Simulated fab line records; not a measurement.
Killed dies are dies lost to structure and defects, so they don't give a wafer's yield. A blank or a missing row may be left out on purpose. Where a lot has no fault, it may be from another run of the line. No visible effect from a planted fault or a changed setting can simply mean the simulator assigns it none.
fab line records | flow n5-finfet
[record] lots = 6 | wafers = 18 | last-day = 18
route steps=1938 shown MIM_TOP_LITHO@1839 MIM_TOP_ETCH@1851 PASSIVATION@1936
lots that met no fault: taken from a fault-free run of the same line
start-h: start of the lot's first displayed wafer, in hours after the record's first day | wait-h: how many hours have passed since the lot's step before this one | " identical to the entry in the row above | L1.1+2: one row covering several wafers at once | - either no value or no given start | * or withheld: withheld | < > ~ a bound
route shown NAME@n: a module of which the file shows steps, and the number in the route of the first | usual: mean and standard deviation over wafers with no fault | same: alike in all rows | chamber/n: place in a boat | sites: readings site by site | _std_site: their standard deviation | _edge_site: mean of outer sites minus mean of inner sites | radius-mm: how far each site lies from the wafer's centre | mask NAME#n: copy n | behind: the tool/chamber that last shaped the wafer | hold: why the lot went on hold/how many hours it stayed there/how the hold came to an end | device: which transistor (n, p or np) failed to switch | end of line: tests of these same wafers at the route's end | a step without rows: its recipe alone | killed: dies lost to structure and defects at the first sort, not the wafer's yield | map: shows each die of a wafer: x if killed, . if not, _ if none is there
set.NAME: the setting that was run; set.NAME@STEP: the one run at that earlier step | model.NAME: the simulator's own value behind a step, which no gauge read
lots at selected steps of the route; one table per step, one row per wafer
services: from which hour (start-h, from the record's first day; less than 0 if before it) a tool's chamber was out of use, for how many hours, and why
[[steps]]
[step N5_MIM_TOP_LITHO_HMDS_01]
[recipe] time-s = 60 | temp-c = 120
[step N5_MIM_TOP_LITHO_COAT_02]
[recipe] spin-rpm = * | resist-thk-nm = *
[step N5_MIM_TOP_LITHO_EBR_04]
[recipe] solvent = PGMEA | ebr-width-mm = 1.5
[step N5_MIM_TOP_LITHO_SOFTBAKE_03]
[recipe] temp-c = 100 | time-s = 90
[step N5_MIM_TOP_LITHO_EXPOSE_05]
[recipe] mask-id = MIM_TOP | na = 0.55 | source-shape = conventional | sigma-outer = 0.8 | polarization = unpolarized | target-cd-nm = 2000 | dose-mj = 20.5
[step N5_MIM_TOP_LITHO_PEB_06]
[recipe] peb-temp-c = withheld | peb-time-s = *
[step N5_MIM_TOP_LITHO_DEVELOP_07]
[recipe] develop-time-s = 60 | rinse-liquid = diw | dry = air-spin | dev-temp-c = 21
[step N5_MIM_TOP_LITHO_HARDBAKE_09]
[recipe] temp-c = 130 | time-s = 120
[step N5_MIM_TOP_LITHO_CD_MEAS_08]
[recipe] target-cd-nm = 2000 | landing-energy-ev = 500 | detector = se-inlens
[usual] cd-nm = 1998.8/1.7
lot.wafer | tool      | chamber | start-h | wait-h | cd-nm
L315.2    | cd-sem-01 | 0       | 279.77  | -      | 1997.6
L315.4    | "         | 0       | "       | "      | 2002.5
L315.5    | "         | 0       | "       | "      | 2002.4
L319.3    | cd-sem-02 | 0       | 295.97  | -      | 1999.5
L319.4    | "         | 0       | "       | "      | 1999.1
L319.6    | "         | 0       | "       | "      | 1999.0
L327.3    | cd-sem-01 | 0       | 385.60  | -      | 1999.3
L327.4    | "         | 0       | "       | "      | 1997.6
L327.6    | "         | 0       | "       | "      | 1996.0
L329.3    | cd-sem-03 | 0       | 390.23  | -      | 2000.7
L329.4    | "         | 0       | "       | "      | 2000.3
L329.5    | "         | 0       | "       | "      | 1998.6
L331.2    | cd-sem-03 | 0       | 420.63  | -      | 1998.3
L331.3    | "         | 0       | "       | "      | 1997.4
L331.6    | "         | 0       | "       | "      | 1998.2
L333.1    | cd-sem-03 | 0       | 426.00  | -      | 1998.1
L333.3    | "         | 0       | "       | "      | 1998.2
L333.4    | "         | 0       | "       | "      | 1997.2
[step N5_MIM_TOP_LITHO_OVL_MEAS_11]
[recipe] points-per-wafer = 44
[usual] MIM_TOP_OVL = 1/5.3
lot.wafer | tool       | chamber | start-h | wait-h | MIM_TOP_OVL[nm]
L315.2    | overlay-01 | 0       | 279.80  | 0.0    | 4
L315.4    | "          | 0       | "       | "      | -3
L315.5    | "          | 0       | "       | "      | -1
L319.3    | overlay-01 | 0       | 296.00  | 0.0    | 6
L319.4    | "          | 0       | "       | "      | -1
L319.6    | "          | 0       | "       | "      | 6
L327.3    | overlay-01 | 0       | 385.63  | 0.0    | 0
L327.4    | "          | 0       | "       | "      | 1
L327.6    | "          | 0       | "       | "      | 19
L329.3    | overlay-02 | 0       | 390.26  | 0.0    | 3
L329.4    | "          | 0       | "       | "      | 4
L329.5    | "          | 0       | "       | "      | 9
L331.2    | overlay-02 | 0       | 420.66  | 0.0    | 2
L331.3    | "          | 0       | "       | "      | -7
L331.6    | "          | 0       | "       | "      | -2
L333.1    | overlay-02 | 0       | 426.03  | 0.0    | 2
L333.3    | "          | 0       | "       | "      | 1
L333.4    | "          | 0       | "       | "      | 2
[step N5_MIM_TOP_LITHO_INSPECT_12]
[recipe] mode = adi | inspect-instrument = macro
[usual] raw-defect-count = 2.2/1.6
lot.wafer | tool              | chamber | start-h | wait-h | raw-defect-count
L315.2    | defect-inspect-02 | -       | 279.83  | 0.0    | 0
L315.4    | "                 | -       | "       | "      | 3
L315.5    | "                 | -       | "       | "      | 4
L319.3    | defect-inspect-01 | -       | 296.02  | 0.0    | 2
L319.4    | "                 | -       | "       | "      | 4
L319.6    | "                 | -       | "       | "      | 3
L327.3    | defect-inspect-01 | -       | 385.65  | 0.0    | 2
L327.4    | "                 | -       | "       | "      | 2
L327.6    | "                 | -       | "       | "      | 3
L329.3    | defect-inspect-01 | -       | 390.28  | 0.0    | 0
L329.4    | "                 | -       | "       | "      | 1
L329.5    | "                 | -       | "       | "      | 1
L331.2    | defect-inspect-01 | -       | 420.69  | 0.0    | 1
L331.3    | "                 | -       | "       | "      | 1
L331.6    | "                 | -       | "       | "      | 0
L333.1    | defect-inspect-01 | -       | 426.06  | 0.0    | 4
L333.3    | "                 | -       | "       | "      | 1
L333.4    | "                 | -       | "       | "      | 2
[step N5_MIM_TOP_LITHO_DESCUM_10]
[recipe] chemistry = O2 | time-s = 7.9 | source-power-w = 50 | bias-power-w = 20 | pressure-mtorr = 20 | rf-frequency-hz = 2.712e+07 | temp-c = 40 | o2-flow-sccm = 225
[usual] drypump-motor-current-A = 5.7/0.41 | oes-product-au = 0.82/0.088 | rf-vpp-V = 243.6/1.5 | showerhead-plenum-p-Torr = 2.12/0.082 | temp-c = 40.01/0.12 | throttle-valve-pct = 20.41/0.29
lot.wafer | tool        | chamber | start-h | wait-h | drypump-motor-current-A | oes-product-au | rf-hours-counter-h | rf-vpp-V | showerhead-plenum-p-Torr | temp-c | throttle-valve-pct
L315.2    | rie-diel-03 | 1       | 279.86  | 0.0    | 6.1                     | 0.91           | 26                 | 242.9    | 2.04                     | 39.92  | 19.84
L315.4    | "           | 0       | "       | "      | 6.2                     | 0.67           | 243                | 243.2    | 2.16                     | 39.90  | 20.74
L315.5    | "           | 3       | "       | "      | 5.1                     | 0.69           | -                  | 240.5    | 1.98                     | 40.16  | 20.78
L319.3    | rie-diel-05 | 0       | 296.06  | 0.0    | 6.1                     | 0.89           | 24                 | 245.8    | 2.23                     | 39.96  | 20.04
L319.4    | "           | 1       | "       | "      | 5.5                     | 0.93           | 9                  | 242.2    | 2.04                     | 39.98  | 20.14
L319.6    | "           | 3       | "       | "      | 6.1                     | 0.70           | -                  | 241.0    | 1.99                     | 39.88  | 20.54
L327.3    | rie-diel-01 | 3       | 385.68  | 0.0    | 5.7                     | 0.82           | 75                 | 246.5    | 2.21                     | 40.26  | 20.77
L327.4    | "           | 1       | "       | "      | 6.1                     | 0.80           | 105                | 242.4    | 2.10                     | 40.11  | 20.19
L327.6    | "           | 2       | "       | "      | 5.5                     | 0.80           | -                  | 243.8    | 2.11                     | 39.88  | 20.39
L329.3    | rie-diel-03 | 0       | 390.42  | 0.1    | 6.2                     | 0.92           | 19                 | 242.9    | 2.15                     | 40.20  | 20.34
L329.4    | "           | 3       | "       | "      | 5.2                     | 0.93           | 13                 | 245.9    | 2.23                     | 39.99  | 20.37
L329.5    | "           | 0       | "       | "      | 6.2                     | 0.92           | -                  | 243.5    | 2.15                     | 39.95  | 20.35
L331.2    | rie-diel-03 | 1       | 420.72  | 0.0    | 6.1                     | 0.84           | 74                 | 242.6    | 2.03                     | 40.03  | 19.91
L331.3    | "           | 2       | "       | "      | 5.2                     | 0.85           | 64                 | 243.2    | 2.05                     | 40.19  | 20.58
L331.6    | "           | 1       | "       | "      | 6.1                     | 0.85           | -                  | 241.6    | 2.03                     | 39.97  | 19.89
L333.1    | rie-diel-05 | 0       | 426.09  | 0.0    | 6.1                     | 0.83           | 67                 | 245.6    | 2.21                     | 39.93  | 20.12
L333.3    | "           | 3       | "       | "      | 6.1                     | 0.93           | 30                 | 244.9    | 2.24                     | 40.04  | 20.25
L333.4    | "           | 1       | "       | "      | 5.5                     | 0.83           | 49                 | 242.2    | 2.03                     | 39.90  | 20.24
[step N5_MIM_TOP_ETCH_ETCH_00]
[recipe] chemistry = Cl2/BCl3 | target = TiN | target-depth-a = 385 | ion-energy-ev = 150 | pressure-mtorr = 10 | icp-w = 1000 | bias-w = 126 | Cl2_flow_sccm = 53.25 | bcl3-flow-sccm = 21.75 | Ar_flow_sccm = 25
[usual] bias-w = 126.1/0.36 | drypump-motor-current-A = 5.99/0.26 | mfc-ar-sccm = 25.00/0.081 | oes-product-au = 0.80/0.087 | throttle-valve-pct = 22.62/0.17
lot.wafer | tool         | chamber | start-h | wait-h | bias-w | drypump-motor-current-A | mfc-ar-sccm | oes-product-au | rf-hours-counter-h | throttle-valve-pct | model.etch.depth-nm | model.MIM_TOP_ETCH.feature-depth-nm
L315.2    | rie-metal-03 | 1       | 279.95  | 0.1    | 126.6  | 5.95                    | 25.05       | 0.89           | 8                  | 22.55              | 39.23               | 39.2
L315.4    | "            | 0       | "       | "      | 125.9  | 5.81                    | 24.96       | 0.80           | -                  | 22.88              | 38.03               | 38
L315.5    | "            | 1       | "       | "      | 126.0  | 5.96                    | 25.04       | 0.89           | -                  | 22.53              | 38.97               | 39
L319.3    | rie-metal-03 | 1       | 296.18  | 0.1    | 127.0  | 5.99                    | 25.12       | 0.88           | -                  | 22.54              | 38.82               | 38.8
L319.4    | "            | 0       | "       | "      | 126.3  | 5.81                    | 25.12       | 0.80           | -                  | 22.90              | 38.34               | 38.4
L319.6    | "            | 1       | "       | "      | 126.2  | 6.04                    | 25.06       | 0.88           | -                  | 22.54              | 38.89               | 38.8
L327.3    | rie-metal-03 | 0       | 385.81  | 0.1    | 146.5  | 5.85                    | 25.13       | 0.81           | -                  | 22.89              | 40.56               | 40.6
L327.4    | "            | 1       | "       | "      | 125.7  | 5.97                    | 24.99       | 0.85           | -                  | 22.56              | 39.4                | 39.4
L327.6    | "            | 0       | "       | "      | 146.4  | 5.81                    | 24.96       | 0.81           | -                  | 22.89              | 40.64               | 40.6
L329.3    | rie-metal-03 | 0       | 390.54  | 0.1    | 146.9  | 5.83                    | 25.05       | 0.81           | -                  | 22.88              | 40.56               | 40.6
L329.4    | "            | 1       | "       | "      | 125.8  | 5.95                    | 24.95       | 0.85           | -                  | 22.55              | 39.33               | 39.4
L329.5    | "            | 0       | "       | "      | 146.7  | 5.84                    | 25.03       | 0.81           | -                  | 22.87              | 40.65               | 40.6
L331.2    | rie-metal-02 | 0       | 420.81  | 0.1    | 126.3  | 5.65                    | 24.89       | 0.83           | 29                 | 22.73              | 38.73               | 38.8
L331.3    | "            | 1       | "       | "      | 125.9  | 6.22                    | 24.99       | 0.93           | -                  | 22.04              | 38.51               | 38.6
L331.6    | "            | 1       | "       | "      | 125.7  | 6.24                    | 24.92       | 0.93           | -                  | 22.03              | 38.49               | 38.4
L333.1    | rie-metal-01 | 1       | 426.18  | 0.1    | 126.3  | 6.42                    | 24.90       | 0.68           | 79                 | 22.48              | 38.84               | 38.8
L333.3    | "            | 1       | "       | "      | 125.7  | 6.40                    | 24.87       | 0.68           | -                  | 22.48              | 38.75               | 38.8
L333.4    | "            | 0       | "       | "      | 126.0  | 5.92                    | 24.99       | 0.85           | -                  | 22.65              | 38.25               | 38.2
[step N5_MIM_TOP_ETCH_STRIP_01]
[recipe] chemistry = O2 | power-w = 600 | temp-c = 60 | pressure-mtorr = 30 | rf-frequency-hz = 6e+07 | bias-power-w = 0 | overash-fraction = 0.5 | o2-flow-sccm = 225
[usual] drypump-motor-current-A = 5.5/0.48 | oes-product-au = 0.77/0.071 | rf-vpp-V = 3.7/1.2 | showerhead-plenum-p-Torr = 2.11/0.053 | temp-c = 60.00/0.12 | throttle-valve-pct = 16.71/0.24
lot.wafer | tool        | chamber | start-h | wait-h | drypump-motor-current-A | oes-product-au | rf-hours-counter-h | rf-vpp-V | showerhead-plenum-p-Torr | temp-c | throttle-valve-pct
L315.2    | rie-diel-04 | 2       | 280.09  | 0.1    | 5.0                     | 0.81           | 103                | 3.0      | 2.03                     | 59.97  | 16.79
L315.4    | "           | 1       | "       | "      | 6.1                     | 0.71           | 197                | 4.6      | 2.19                     | 59.94  | 16.74
L315.5    | "           | 0       | "       | "      | 5.1                     | 0.77           | -                  | 4.9      | 2.10                     | 60.05  | 16.62
L319.3    | rie-diel-04 | 2       | 296.30  | 0.1    | 5.0                     | 0.82           | 108                | 3.8      | 2.03                     | 59.99  | 16.79
L319.4    | "           | 1       | "       | "      | 6.2                     | 0.71           | 202                | 5.0      | 2.19                     | 59.89  | 16.74
L319.6    | "           | 0       | "       | "      | 5.1                     | 0.75           | -                  | 3.9      | 2.09                     | 59.98  | 16.63
L327.3    | rie-diel-06 | 2       | 385.91  | 0.1    | 5.8                     | 0.71           | 219                | 4.2      | 2.09                     | 60.19  | 17.14
L327.4    | "           | 1       | "       | "      | 5.5                     | 0.71           | 229                | 6.0      | 2.16                     | 59.89  | 17.00
L327.6    | "           | 1       | "       | "      | 5.5                     | 0.71           | -                  | 3.3      | 2.16                     | 59.85  | 16.99
L329.3    | rie-diel-06 | 1       | 390.64  | 0.1    | 5.5                     | 0.71           | 231                | 4.7      | 2.16                     | 60.03  | 17.04
L329.4    | "           | 0       | "       | "      | 4.9                     | 0.88           | 32                 | 5.2      | 2.04                     | 60.16  | 16.12
L329.5    | "           | 0       | "       | "      | 4.9                     | 0.86           | -                  | 3.6      | 2.04                     | 60.06  | 16.08
L331.2    | rie-diel-04 | 2       | 420.97  | 0.1    | 5.0                     | 0.77           | 141                | 4.3      | 2.01                     | 60.04  | 16.81
L331.3    | "           | 3       | "       | "      | 5.3                     | 0.77           | 111                | 3.9      | 2.13                     | 60.02  | 16.81
L331.6    | "           | 3       | "       | "      | 5.4                     | 0.76           | -                  | 4.3      | 2.13                     | 60.09  | 16.75
L333.1    | rie-diel-04 | 3       | 426.45  | 0.2    | 5.3                     | 0.77           | 112                | 4.4      | 2.13                     | 60.04  | 16.81
L333.3    | "           | 1       | "       | "      | 6.1                     | 0.68           | 236                | 4.3      | 2.17                     | 59.93  | 16.82
L333.4    | "           | 1       | "       | "      | 6.1                     | 0.69           | -                  | 4.1      | 2.17                     | 59.82  | 16.80
[step N5_PASSIVATION_PROBE_49]
[usual] defect-limited-yield = 91.3/1.7 | killed_at_M0_to_M3 = 33/9.9 | killed_at_M4_up = 14/6.4 | killed-at-contacts = 12/7 | killed-at-front-end = 41/13 | killed-at-other = 3.1/2.9 | killed-dies = 103/20 | killed-open = 67/14 | killed-short = 34/9.4 | sort_bin_4_leakage = 0.03/0.24 | sort_bin_5_function = 5.1/1.1 | sort_bin_6_memory = 3.2/0.79 | sort_bin_8_speed = 0.02/0.15 | sort-n-pass = 1077/21 | sort-yield-pct = 91.2/1.7
[same] gross-dies = 1180 | killed-at-back-side = 0
lot.wafer | tool      | chamber | start-h | wait-h | defect-limited-yield[%] | killed_at_M0_to_M3 | killed_at_M4_up | killed-at-contacts | killed-at-front-end | killed-at-other | killed-dies | killed-open | killed-short | sort_bin_4_leakage[%] | sort_bin_5_function[%] | sort_bin_6_memory[%] | sort_bin_8_speed[%] | sort-n-pass | sort-yield-pct[%]
L315.2    | prober-01 | -       | 291.35  | 0.1    | 90.9                    | 43                 | 7               | 9                  | 48                  | 0               | 107         | 62          | 44           | 0                     | 5.4                    | 3.3                  | 0                   | 1073        | 90.9
L315.4    | prober-01 | -       | 291.45  | 0.2    | 91.8                    | 14                 | 14              | 19                 | 47                  | 3               | 97          | 64          | 33           | 0                     | 4.4                    | 3.6                  | 0                   | 1083        | 91.8
L315.5    | prober-01 | -       | 291.50  | 0.2    | 92.2                    | 46                 | 11              | 10                 | 21                  | 4               | 92          | 56          | 35           | 0                     | 4.7                    | 2.6                  | 0                   | 1088        | 92.2
L331.2    | prober-01 | -       | 431.64  | 0.1    | 93.6                    | 20                 | 5               | 9                  | 33                  | 8               | 75          | 46          | 29           | 0                     | 3.8                    | 2.3                  | 0                   | 1105        | 93.6
L331.3    | prober-01 | -       | 431.69  | 0.1    | 93.0                    | 24                 | 11              | 17                 | 29                  | 2               | 83          | 57          | 26           | 0                     | 3.7                    | 3.0                  | 0                   | 1097        | 93.0
L331.6    | prober-01 | -       | 431.84  | 0.3    | 92.4                    | 19                 | 12              | 27                 | 26                  | 6               | 90          | 57          | 33           | 0                     | 4.5                    | 2.7                  | 0                   | 1090        | 92.4
L333.1    | prober-01 | -       | 437.68  | 0.0    | 92.0                    | 25                 | 16              | 10                 | 42                  | 1               | 94          | 68          | 24           | 0                     | 5.6                    | 2.3                  | 0                   | 1086        | 92.0
L333.3    | prober-01 | -       | 437.78  | 0.1    | 91.4                    | 26                 | 6               | 17                 | 49                  | 3               | 101         | 60          | 40           | 0                     | 5.3                    | 2.7                  | 0                   | 1079        | 91.4
L333.4    | prober-01 | -       | 437.83  | 0.2    | 92.0                    | 23                 | 17              | 8                  | 43                  | 3               | 94          | 68          | 26           | 0                     | 4.7                    | 3.0                  | 0                   | 1086        | 92.0
// killed by level:class
L315.2 STI_FIN_REVEAL:geometric-particle:open=17 BEOL_M0_SAQP:geometric-particle:short=11 BEOL_M0_SAQP:geometric-particle:open=10 BEOL_M1:geometric-particle:open=9 DUMMY_GATE:geometric-particle:open=6 GATE_CUT:geometric-particle:short=6 MOL_CONTACT_COAG:geometric-particle:open=5 MOL_CONTACT_COAG:geometric-particle:short=4
L315.4 STI_FIN_REVEAL:geometric-particle:open=17 MOL_CONTACT_COAG:geometric-particle:open=15 BEOL_M0_SAQP:geometric-particle:short=7 FIN_SAQP:geometric-particle:short=6 DUMMY_GATE:geometric-particle:open=5 FIN_SAQP:geometric-particle:open=4 MOL_CONTACT_COAG:geometric-particle:short=4 BEOL_M0_SAQP:geometric-particle:open=4
L315.5 BEOL_M0_SAQP:geometric-particle:short=16 BEOL_M0_SAQP:geometric-particle:open=11 MOL_CONTACT_COAG:geometric-particle:open=8 BEOL_M3:geometric-particle:open=8 DUMMY_GATE:geometric-particle:open=6 BEOL_M1:geometric-particle:open=4 BEOL_M1:geometric-particle:short=3 BEOL_M6:geometric-particle:open=3
L331.2 STI_FIN_REVEAL:geometric-particle:open=9 MOL_CONTACT_COAG:geometric-particle:open=9 FIN_SAQP:geometric-particle:short=6 BEOL_M0_SAQP:geometric-particle:short=5 BEOL_M0_SAQP:geometric-particle:open=5 BEOL_M2:geometric-particle:open=5 PAD_METAL:geometric-particle:short=5 FIN_SAQP:geometric-particle:open=3
L331.3 MOL_CONTACT_COAG:geometric-particle:open=17 STI_FIN_REVEAL:geometric-particle:open=8 STI_FIN_REVEAL:geometric-particle:short=5 BEOL_M3:geometric-particle:open=5 BEOL_M0_SAQP:geometric-particle:open=4 BEOL_M4:geometric-particle:open=4 DUMMY_GATE:geometric-particle:open=3 BEOL_M0_SAQP:geometric-particle:short=3
L331.6 MOL_CONTACT_COAG:geometric-particle:open=20 STI_FIN_REVEAL:geometric-particle:open=12 MOL_CONTACT_COAG:geometric-particle:short=7 BEOL_M3:geometric-particle:open=5 BEOL_M4:geometric-particle:open=5 BEOL_M1:geometric-particle:short=4 STI_FIN_REVEAL:geometric-particle:short=3 BEOL_M0_SAQP:geometric-particle:short=3
L333.1 FIN_SAQP:geometric-particle:open=16 FIN_SAQP:geometric-particle:short=9 STI_FIN_REVEAL:geometric-particle:open=9 MOL_CONTACT_COAG:geometric-particle:open=8 BEOL_M0_SAQP:geometric-particle:open=8 BEOL_M0_SAQP:geometric-particle:short=7 BEOL_M4:geometric-particle:open=6 BEOL_M2:geometric-particle:open=4
L333.3 MOL_CONTACT_COAG:geometric-particle:open=14 STI_FIN_REVEAL:geometric-particle:open=13 BEOL_M0_SAQP:geometric-particle:short=11 FIN_SAQP:geometric-particle:open=9 FIN_SAQP:geometric-particle:short=8 STARTING-WAFER:geometric-particle:short=5 DUMMY_GATE:geometric-particle:open=3 MOL_CONTACT_COAG:geometric-particle:short=3
L333.4 FIN_SAQP:geometric-particle:open=14 STI_FIN_REVEAL:geometric-particle:open=9 BEOL_M0:geometric-particle:open=6 MOL_CONTACT_COAG:geometric-particle:open=5 BEOL_M0_SAQP:geometric-particle:short=5 GATE_CUT:geometric-particle:short=4 BEOL_M0_SAQP:geometric-particle:open=4 BEOL_M1:geometric-particle:open=4
[[services]]
tool         | chamber | start-h | hours | kind
rie-diel-03  | 0       | 258.93  | 7.9   | repair
rie-diel-03  | 1       | 266.71  | 8.6   | repair
rie-diel-03  | 1       | 289.50  | 8.2   | repair
rie-diel-06  | 1       | 295.74  | 3.9   | repair
rie-diel-03  | 0       | 302.02  | -     | clean
rie-diel-03  | 0       | 302.02  | -     | consumable-replace:focus-ring
rie-diel-03  | 0       | 302.02  | 32.1  | scheduled-down
rie-diel-06  | 1       | 303.97  | 8.4   | repair
rie-diel-05  | 1       | 308.63  | 4.9   | repair
rie-diel-03  | 2       | 309.62  | 9.7   | repair
rie-metal-02 | -       | 314.27  | 1.4   | pm
rie-diel-05  | 1       | 329.31  | 1.2   | repair
rie-diel-06  | 0       | 337.93  | 3.2   | repair
rie-diel-04  | 3       | 342.35  | 3.4   | repair
rie-diel-04  | 0       | 359.94  | 1.7   | repair
rie-metal-02 | 0       | 386.39  | 3.0   | repair
rie-diel-04  | 3       | 395.94  | 23.0  | repair
rie-diel-04  | -       | 403.75  | 0.9   | repair
rie-diel-04  | 0       | 409.11  | 3.8   | repair
rie-diel-03  | 0       | 412.68  | 1.7   | repair
rie-diel-04  | -       | 413.19  | 2.8   | pm
rie-diel-03  | -       | 415.85  | 0.5   | repair
rie-diel-03  | 0       | 418.15  | 8.2   | repair
rie-diel-04  | 2       | 426.35  | 1.6   | repair
[[key]]
[first-sign] step = N5_MIM_TOP_ETCH_ETCH_00 | reading = bias-w | direction = up | sigmas = 56 | usual = * | struck = *
effect none on later readings
[model-effect] step = N5_MIM_TOP_ETCH_ETCH_00 | value = etch.depth-nm | without = 38.39 | struck = 40.6
met-at N5_MIM_TOP_ETCH_ETCH_00
struck-wafers L327.3,L327.6,L329.3,L329.5
onset-between 296.18 385.81
[fault] kind = process-parameter-drift | tool = rie-metal-03 | chamber = 0 | onset-h = 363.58 | steps = N5_MIM_TOP_ETCH_ETCH_00 | channel = bias-w | offset = * | shape = step | end-h = 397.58 | acts-in = * | stated = *
